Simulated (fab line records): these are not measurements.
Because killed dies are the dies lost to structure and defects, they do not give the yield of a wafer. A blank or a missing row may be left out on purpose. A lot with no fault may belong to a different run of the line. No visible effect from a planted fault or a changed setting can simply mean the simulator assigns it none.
What tool caused it? ; flow nand_harc ; Sampling: 24 lots, 72 wafers, 6 of 1159 route steps

## WHAT EACH GAUGE READ, for each wafer
NHARC_A_SLIT_OVL_MEAS_10.
lot;measured;on;overlay_x_nm (nm);overlay_y_nm (nm)
L074;day 13 21:25;overlay-02;-0.5 0.0 -0.2;0.0 -0.5 0.0
L075;day 14 13:23;overlay-01;-0.1 0.1 -0.2;-1.2 -1.1 -0.8
L076;day 14 13:32;overlay-02;0.5 0.6 0.5;-0.5 -1.0 -0.8
L077;day 14 22:54;overlay-01;1.4 1.1 1.3;1.8 1.4 1.3
L078;day 14 22:44;overlay-01;1.1 0.5 0.6;0.4 0.3 0.2
L079;day 15 14:22;overlay-02;0.0 -0.4 -0.2;1.0 0.9 0.8
L081;day 16 05:04;overlay-02;-0.2 -0.3 0.0;1.1 1.0 0.8
L082;day 16 05:20;overlay-02;-0.5 -0.2 -1.0;-1.4 -1.4 -0.3
L080;day 16 09:07;overlay-01;-0.3 0.0 0.6;-1.0 -1.0 -1.0
L083;day 16 13:51;overlay-02;-0.3 0.3 -0.7;-0.5 0.1 -0.3
L084;day 16 13:42;overlay-02;0.1 0.1 -0.1;0.3 0.2 -0.1
L088;day 17 06:57;overlay-01;-0.3 -0.3 0.2;-0.5 -1.0 -0.9
L087;day 17 05:52;overlay-02;1.5 1.1 1.5;-0.4 0.0 -0.7
L086;day 17 11:47;overlay-02;-0.9 -1.1 -1.2;0.0 0.0 -0.4
L085;day 17 18:04;overlay-01;0.1 -0.1 0.3;0.3 0.2 -0.3
L091;day 18 04:13;overlay-02;-1.4 -1.5 -0.7;-0.7 -0.4 -0.5
L090;day 18 04:55;overlay-02;-0.3 -0.2 -0.3;-0.3 -0.2 0.0
L089;day 18 03:05;overlay-01;0.4 0.4 0.1;-0.8 -0.3 -1.0
L092;day 18 11:01;overlay-02;0.4 -0.6 0.0;1.0 1.3 1.4
L093;day 19 01:02;overlay-01;-0.9 -0.9 -1.0;0.2 -0.1 0.3
L094;day 19 00:44;overlay-01;1.0 1.1 0.8;-1.6 -1.4 -1.7
L096;day 19 07:42;overlay-01;0.9 0.8 1.1;-0.4 -0.1 -0.6
L095;day 19 08:30;overlay-02;0.7 0.4 0.4;-0.7 -0.8 0.1
L097;day 20 09:11;overlay-02;-0.9 -0.8 -1.1;0.3 0.0 0.0

NHARC_A_WL_FILL_INSPECT_15.
lot;measured;on;raw_defect_count
L074;day 16 01:40;defect_inspect-01;431 412 343
L075;day 16 13:13;defect_inspect-02;304 346 287
L076;day 16 12:21;defect_inspect-01;406 411 365
L077;day 17 09:52;defect_inspect-01;316 346 270
L078;day 17 14:12;defect_inspect-01;378 499 607
L079;day 17 12:30;defect_inspect-02;384 313 263
L081;day 18 02:54;defect_inspect-02;336 427 533
L082;day 18 02:30;defect_inspect-02;402 363 427
L080;day 18 08:12;defect_inspect-02;310 247 349
L083;day 18 13:50;defect_inspect-02;438 436 382
L084;day 18 16:53;defect_inspect-01;397 417 327
L088;day 19 02:28;defect_inspect-02;493 346 272
L087;day 19 00:43;defect_inspect-02;289 346 331
L086;day 19 07:25;defect_inspect-01;469 257 287
L085;day 19 10:10;defect_inspect-02;263 236 320
L091;day 19 20:03;defect_inspect-02;211 274 233
L090;day 19 21:25;defect_inspect-01;380 285 310
L089;day 19 17:02;defect_inspect-01;332 390 226
L092;day 20 07:46;defect_inspect-01;225 351 273
L093;day 20 20:47;defect_inspect-02;314 291 358
L094;day 20 20:50;defect_inspect-02;588 302 406
L096;day 21 02:19;defect_inspect-02;349 378 331
L095;day 21 02:05;defect_inspect-02;318 492 415
L097;day 22 09:22;defect_inspect-01;351 370 473

## WHICH TOOL RAN EACH LOT (tool, then ch and the chambers of the sampled wafers, then the start)
lot;NHARC_A_SGD_CUT_DEP_00;NHARC_A_SGD_CUT_ETCH_59;NHARC_A_SGD_CUT_STRIP_28;NHARC_A_WL_FILL_STRIP_29
L074;pecvd-02 ch 0,2, day 13 09:47;rie_diel-11 ch 0,2,3, day 13 21:25 or earlier;rie_diel-05 ch 0,2,3, day 13 21:25 or earlier;rie_diel-12 ch 0,1,2, day 15 03:46
L075;pecvd-02 ch 0,1, day 14 02:56;rie_diel-05 ch 0,1, day 14 13:23 or earlier;rie_diel-08 ch 0,1,2, day 14 13:23 or earlier;rie_diel-12 ch 0,2, day 15 23:28
L076;pecvd-01 ch 0,1, day 14 03:05;rie_diel-11 ch 0,1, day 14 10:07 or earlier;rie_diel-05 ch 0,1, day 14 10:07;rie_diel-06 ch 0,1,2, day 15 23:30
L077;pecvd-04 ch 0,1,2, day 14 11:59;rie_diel-05 ch 0,1,2, day 14 22:54 or earlier;rie_diel-05 ch 0,1,3, day 14 22:54 or earlier;rie_diel-12 ch 0,1,2, day 16 16:53
L078;pecvd-01 ch 0,1,2, day 14 12:25;rie_diel-08 ch 1,2,3, day 14 22:44 or earlier;rie_diel-11 ch 1,2, day 14 22:44 or earlier;rie_diel-07 ch 0,1,2, day 16 20:04
L079;pecvd-01 ch 0,1,2, day 15 03:17;rie_diel-11 ch 1,2,3, day 15 14:22 or earlier;rie_diel-11 ch 0,1,2, day 15 14:22 or earlier;rie_diel-07 ch 0,1,3, day 16 20:01
L081;pecvd-02 ch 0,2, day 15 15:49;rie_diel-08 ch 2,3, day 16 05:04 or earlier;rie_diel-11 ch 1,2, day 16 05:04 or earlier;rie_diel-12 ch 1,2,3, day 17 12:42
L082;pecvd-01 ch 0,1, day 15 16:02;rie_diel-05 ch 1,3, day 16 05:20 or earlier;rie_diel-05 ch 0,1,3, day 16 05:20 or earlier;rie_diel-06 ch 0,1,2, day 17 15:04
L080;pecvd-02 ch 0,1,2, day 15 21:44;rie_diel-08 ch 0,1, day 16 09:07 or earlier;rie_diel-05 ch 0,1, day 16 09:07 or earlier;rie_diel-06 ch 0,2, day 17 18:11
L083;pecvd-04 ch 1,2, day 16 01:53;rie_diel-08 ch 0,1, day 16 13:51 or earlier;rie_diel-05 ch 2,3, day 16 13:51 or earlier;rie_diel-06 ch 0,1,3, day 18 02:35
L084;pecvd-02 ch 0,1,2, day 16 02:02;rie_diel-11 ch 1,2,3, day 16 13:42 or earlier;rie_diel-05 ch 0,2,3, day 16 13:42 or earlier;rie_diel-12 ch 0,1,3, day 18 05:02
L088;pecvd-02 ch 0,1,2, day 16 18:59;rie_diel-08 ch 1,2,3, day 17 06:57 or earlier;rie_diel-11 ch 0,1,2, day 17 06:57 or earlier;rie_diel-07 ch 0,1,3, day 18 10:26
L087;pecvd-02 ch 0,1,2, day 16 20:09;rie_diel-11 ch 0,2,3, day 17 05:52 or earlier;rie_diel-08 ch 0,2,3, day 17 05:52 or earlier;rie_diel-12 ch 1,2,3, day 18 10:27
L086;pecvd-01 ch 0,1,2, day 17 01:16;rie_diel-05 ch 1,2,3, day 17 11:47 or earlier;rie_diel-11 ch 0,2,3, day 17 11:47 or earlier;rie_diel-12 ch 0,1,2, day 18 19:50
L085;pecvd-04 ch 0,2, day 17 07:31;rie_diel-05 ch 1,2,3, day 17 18:04 or earlier;rie_diel-11 ch 0,1, day 17 18:04 or earlier;rie_diel-07 ch 1,2,3, day 18 22:32
L091;pecvd-02 ch 0,2, day 17 16:38;rie_diel-05 ch 2,3, day 18 04:13 or earlier;rie_diel-11 ch 0,1, day 18 04:13 or earlier;rie_diel-12 ch 0,3, day 19 08:25
L090;pecvd-04 ch 1,2, day 17 16:43;rie_diel-08 ch 1,2,3, day 18 04:55 or earlier;rie_diel-08 ch 0,1,3, day 18 04:55 or earlier;rie_diel-07 ch 0,1,2, day 19 08:25
L089;pecvd-02 ch 0,1,2, day 17 16:52;rie_diel-08 ch 1,2, day 18 03:05 or earlier;rie_diel-05 ch 0,3, day 18 03:05 or earlier;rie_diel-07 ch 0,1,2, day 19 05:34
L092;pecvd-02 ch 0,2, day 17 20:49;rie_diel-08 ch 0,1,2, day 18 11:01 or earlier;rie_diel-11 ch 0,3, day 18 11:01 or earlier;rie_diel-07 ch 0,3, day 19 18:08
L093;pecvd-02 ch 0,1, day 18 10:47;rie_diel-11 ch 0,1,3, day 19 01:02 or earlier;rie_diel-05 ch 0,1,2, day 19 01:02 or earlier;rie_diel-07 ch 2,3, day 20 09:25
L094;pecvd-02 ch 0,1, day 18 11:40;rie_diel-08 ch 0,1,3, day 19 00:44 or earlier;rie_diel-11 ch 0,2,3, day 19 00:44 or earlier;rie_diel-06 ch 2,3, day 20 09:29
L096;pecvd-04 ch 0,1,2, day 18 20:39;rie_diel-11 ch 1,2,3, day 19 07:42 or earlier;rie_diel-08 ch 1,2,3, day 19 07:42 or earlier;rie_diel-06 ch 1,2,3, day 20 13:28
L095;pecvd-02 ch 0,1,2, day 18 21:52;rie_diel-05 ch 0,2,3, day 19 08:30 or earlier;rie_diel-05 ch 1,2,3, day 19 08:30 or earlier;rie_diel-12 ch 0,1,3, day 20 13:58
L097;pecvd-02 ch 0,1, day 19 19:31;rie_diel-05 ch 1,2,3, day 20 09:11 or earlier;rie_diel-05 ch 0,1,3, day 20 09:11 or earlier;rie_diel-07 ch 1,2,3, day 21 20:47
- NHARC_A_SGD_CUT_DEP_00: deposits SiNx, target thk 50 nm.
- NHARC_A_SGD_CUT_ETCH_59: etches the open film in N2/H2, target depth 260 nm, time 406.25 s.
- NHARC_A_SGD_CUT_STRIP_28: strips in O2, time 20 s.
- NHARC_A_WL_FILL_STRIP_29: strips in O2, time 20 s.

## AS READ BY THE TOOLS THEMSELVES (means over the sampled wafers that have a number; for cases with no such wafer, the mark the record gives instead)
NHARC_A_SGD_CUT_DEP_00.
lot;tool;heater_power_w (W);susceptor_temp_C (C)
L074;pecvd-02;576;400.17
L075;pecvd-02;620;400.17
L076;pecvd-01;701;400.15
L077;pecvd-04;749;399.88
L078;pecvd-01;663;400.22
L079;pecvd-01;635;400.01
L081;pecvd-02;649;399.88
L082;pecvd-01;660;399.81
L080;pecvd-02;674;400.03
L083;pecvd-04;730;400.12
L084;pecvd-02;621;399.87
L088;pecvd-02;653;399.94
L087;pecvd-02;650;399.82
L086;pecvd-01;684;399.99
L085;pecvd-04;741;400.01
L091;pecvd-02;623;399.92
L090;pecvd-04;791;399.98
L089;pecvd-02;701;400.13
L092;pecvd-02;592;400.15
L093;pecvd-02;629;400.00
L094;pecvd-02;701;399.72
L096;pecvd-04;737;399.83
L095;pecvd-02;605;400.26
L097;pecvd-02;685;399.72

NHARC_A_SGD_CUT_ETCH_59.
lot;tool;drypump_motor_current_A (A);oes_product_au (a.u.);rf_vpp_V (V);showerhead_plenum_p_Torr (Torr);throttle_valve_pct (%)
L074;rie_diel-11;5.9;1.010;433.5;2.16;14.170
L075;rie_diel-05;5.9;1.006;431.7;2.08;14.178
L076;rie_diel-11;5.6;0.989;430.4;2.00;14.170
L077;rie_diel-05;5.7;0.993;432.4;2.12;14.172
L078;rie_diel-08;5.4;1.009;431.0;2.07;14.177
L079;rie_diel-11;6.0;1.008;432.0;2.10;14.162
L081;rie_diel-08;5.5;1.018;429.3;1.99;14.172
L082;rie_diel-05;5.4;1.003;428.4;1.96;14.164
L080;rie_diel-08;5.4;1.000;434.9;2.20;14.172
L083;rie_diel-08;5.2;0.988;435.3;2.20;14.162
L084;rie_diel-11;6.0;1.008;432.2;2.10;14.163
L088;rie_diel-08;5.4;1.015;431.7;2.07;14.174
L087;rie_diel-11;5.9;1.016;433.9;2.16;14.161
L086;rie_diel-05;5.5;1.006;429.7;2.06;14.172
L085;rie_diel-05;5.5;1.007;431.2;2.06;14.168
L091;rie_diel-05;5.4;0.995;429.9;2.00;14.164
L090;rie_diel-08;5.4;1.000;431.3;2.07;14.166
L089;rie_diel-08;5.2;1.001;432.6;2.12;14.176
L092;rie_diel-08;5.3;0.999;432.1;2.12;14.171
L093;rie_diel-11;5.8;1.016;431.8;2.08;14.167
L094;rie_diel-08;5.4;0.997;432.9;2.15;14.172
L096;rie_diel-11;6.0;1.005;431.9;2.10;14.169
L095;rie_diel-05;5.6;0.999;430.7;2.06;14.172
L097;rie_diel-05;5.5;1.006;431.0;2.06;14.172

NHARC_A_SGD_CUT_STRIP_28.
lot;tool;drypump_motor_current_A (A);oes_product_au (a.u.);rf_vpp_V (V);showerhead_plenum_p_Torr (Torr);throttle_valve_pct (%)
L074;rie_diel-05;5.6;1.003;57.5;3.56;17.038
L075;rie_diel-08;5.3;1.007;58.2;3.66;17.033
L076;rie_diel-05;5.8;1.006;58.1;3.59;17.031
L077;rie_diel-05;5.7;1.002;58.4;3.50;17.034
L078;rie_diel-11;5.7;0.986;57.5;3.50;17.031
L079;rie_diel-11;5.6;0.998;57.4;3.60;17.033
L081;rie_diel-11;5.7;0.990;58.1;3.50;17.037
L082;rie_diel-05;5.7;1.003;58.2;3.50;17.046
L080;rie_diel-05;5.9;1.003;58.2;3.59;17.038
L083;rie_diel-05;5.3;0.996;57.9;3.46;17.032
L084;rie_diel-05;5.6;0.999;58.2;3.56;17.041
L088;rie_diel-11;5.6;1.009;57.2;3.59;17.030
L087;rie_diel-08;5.5;1.012;56.9;3.57;17.048
L086;rie_diel-11;5.9;1.009;57.6;3.72;17.041
L085;rie_diel-11;5.6;1.010;57.6;3.46;17.033
L091;rie_diel-11;5.5;1.013;58.0;3.55;17.038
L090;rie_diel-08;5.4;1.003;58.8;3.69;17.037
L089;rie_diel-05;5.6;0.987;56.9;3.40;17.033
L092;rie_diel-11;6.1;1.019;58.3;3.72;17.038
L093;rie_diel-05;5.8;1.001;58.3;3.65;17.044
L094;rie_diel-11;5.9;1.011;58.9;3.72;17.034
L096;rie_diel-08;5.3;1.001;58.0;3.57;17.035
L095;rie_diel-05;5.5;0.998;58.5;3.56;17.033
L097;rie_diel-05;5.7;1.000;57.8;3.49;17.028

NHARC_A_WL_FILL_STRIP_29.
lot;tool;drypump_motor_current_A (A);oes_product_au (a.u.);rf_vpp_V (V);showerhead_plenum_p_Torr (Torr);throttle_valve_pct (%)
L074;rie_diel-12;5.5;0.999;57.6;3.58;17.037
L075;rie_diel-12;5.7;1.005;57.7;3.71;17.033
L076;rie_diel-06;6.1;1.002;58.3;3.60;17.034
L077;rie_diel-12;5.5;1.011;58.0;3.58;17.036
L078;rie_diel-07;5.5;1.012;58.2;3.54;17.035
L079;rie_diel-07;5.8;1.005;58.1;3.57;17.031
L081;rie_diel-12;5.8;1.001;58.4;3.58;17.041
L082;rie_diel-06;6.1;1.003;58.5;3.60;17.028
L080;rie_diel-06;6.3;0.990;57.9;3.60;17.033
L083;rie_diel-06;6.1;0.999;57.4;3.62;17.033
L084;rie_diel-12;5.7;0.992;57.8;3.58;17.032
L088;rie_diel-07;5.8;1.000;57.8;3.57;17.040
L087;rie_diel-12;5.7;0.999;57.3;3.58;17.032
L086;rie_diel-12;5.5;1.001;58.2;3.58;17.030
L085;rie_diel-07;5.8;1.003;56.9;3.46;17.040
L091;rie_diel-12;5.9;0.999;58.5;3.72;17.045
L090;rie_diel-07;5.5;1.004;56.6;3.54;17.036
L089;rie_diel-07;5.5;1.002;58.1;3.54;17.035
L092;rie_diel-07;5.8;1.006;57.6;3.53;17.042
L093;rie_diel-07;5.9;0.997;58.2;3.42;17.033
L094;rie_diel-06;6.2;0.986;57.8;3.74;17.030
L096;rie_diel-06;5.9;0.987;59.0;3.74;17.028
L095;rie_diel-12;5.7;0.997;58.8;3.58;17.035
L097;rie_diel-07;5.8;1.008;57.7;3.46;17.044

## THE ANSWER, worked out from the rows above alone
Rule: the usual values come from the lots themselves. The widest of any qualifying gaps counts: lots, ordered by their means at a reading, are off when they make up no more than a third of the lots, leave a main group of 4 or more, and stand apart from it by 3 or more times the standard deviation of that group's means. If all means in a main group match to the digits the tables above print for the reading, that group is not used. A lot without any number at a reading at which 4 lots or more have one is off too. Any other lot the step has rows for is counted as sound. After the gauges, taken in route order, come the tools' own readings; for these a lot's mean is taken, as printed above. The first step at which some lot is off is used, and at that step the reading that is off furthest; a lot without a number counts as furthest.
No lot is off at any reading shown: from this, nothing can be told.

## WHAT THE SIMULATOR HAD INSERTED
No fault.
